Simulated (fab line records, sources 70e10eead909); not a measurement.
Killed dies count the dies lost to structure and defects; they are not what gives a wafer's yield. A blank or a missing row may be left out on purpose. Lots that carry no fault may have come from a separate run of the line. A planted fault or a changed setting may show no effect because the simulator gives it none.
The same fault as seen by 2 desks || flow nandHarc || every desk sees just its own numbers, and what lay behind them comes last

THE TOOL OWNER'S DESK: rieSi-01
The tool's own readings at NHARC_A_DECK1_JOINT_ETCHBACK_00 (etches the open film in HBr, target depth 30 nm, time 17.4 s): means of the sampled wafers that have a number, for each lot that ran on this tool. Any lot whose mean is over 4 standard deviations away from the usual mean is out of limits and marked OUT; that distance is given in the brackets.
Columns: A = drypumpMotorCurrentA at NHARC_A_DECK1_JOINT_ETCHBACK_00, usual 5.8 A; B = hbrFlowSccm at NHARC_A_DECK1_JOINT_ETCHBACK_00, usual 150.0 sccm; C = oesProductAu at NHARC_A_DECK1_JOINT_ETCHBACK_00, usual 0.997 a.u.; D = throttleValvePct at NHARC_A_DECK1_JOINT_ETCHBACK_00, usual 23.265 %
{"lot": "L893", "first seen here": "day 12 02:31", "A": 6.0, "B": 150.4, "C": 0.998, "D": 23.272}
{"lot": "L896", "first seen here": "day 13 08:48", "A": 6.0, "B": 150.3, "C": 0.994, "D": 23.269}
{"lot": "L908", "first seen here": "day 18 16:23", "A": 6.1, "B": 149.9, "C": "1.043 (+5.5) OUT", "D": 23.263}
{"lot": "L909", "first seen here": "day 19 03:52", "A": 6.0, "B": 150.2, "C": "1.052 (+6.7) OUT", "D": 23.272}
This desk's verdict: out of limits on L908, L909, starting with L908 at day 18 16:23 (oesProductAu at NHARC_A_DECK1_JOINT_ETCHBACK_00). L893, L896 stayed within limits.

AT THE METROLOGY DESK
What the gauges read for every lot (on any tool): the sampled wafers with a number, averaged. Any lot whose mean is over 4 standard deviations away from the usual mean is out of limits and marked OUT; that distance is given in the brackets.
Columns: A = thkNm at NHARC_A_DECK1_JOINT_THK_MEAS_17, usual 45.1 nm
{"lot": "L891", "first seen here": "day 12 06:20", "A": 45.2}
{"lot": "L893", "first seen here": "day 13 02:14", "A": 45.1}
{"lot": "L895", "first seen here": "day 14 06:35", "A": 44.8}
{"lot": "L896", "first seen here": "day 14 11:31", "A": 44.7}
{"lot": "L898", "first seen here": "day 15 09:57", "A": 46.2}
{"lot": "L901", "first seen here": "day 16 23:05", "A": 45.6}
{"lot": "L907", "first seen here": "day 19 03:20", "A": 45.8}
{"lot": "L908", "first seen here": "day 19 16:53", "A": 44.6}
{"lot": "L909", "first seen here": "day 20 04:00", "A": 44.5}
{"lot": "L911", "first seen here": "day 20 18:42", "A": 46.4}
{"lot": "L912", "first seen here": "day 21 09:33", "A": 44.3}
{"lot": "L913", "first seen here": "day 21 20:25", "A": 45.2}
{"lot": "L914", "first seen here": "day 21 20:25", "A": 45.5}
Finding of this desk: none of the 13 lots has anything out of limits.

BROUGHT TOGETHER
The tool owner's desk had the chance to raise an alarm at day 18 16:23 on L908, L909.
Metrology desk: nothing out of limits seen.
The metrology desk has L908, L909 on record, within its limits.
On rieSi-01, each named lot ran NHARC_A_DECK1_JOINT_ETCHBACK_00.

WHAT WAS PUT IN BY THE SIMULATOR
rieSi-01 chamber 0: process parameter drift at NHARC_A_DECK1_JOINT_ETCHBACK_00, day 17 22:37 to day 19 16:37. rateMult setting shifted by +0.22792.
Struck lots among those shown: L908, L909.
Hours from the fault's start to each desk's first reading out of limits: the tool owner's desk, 18.
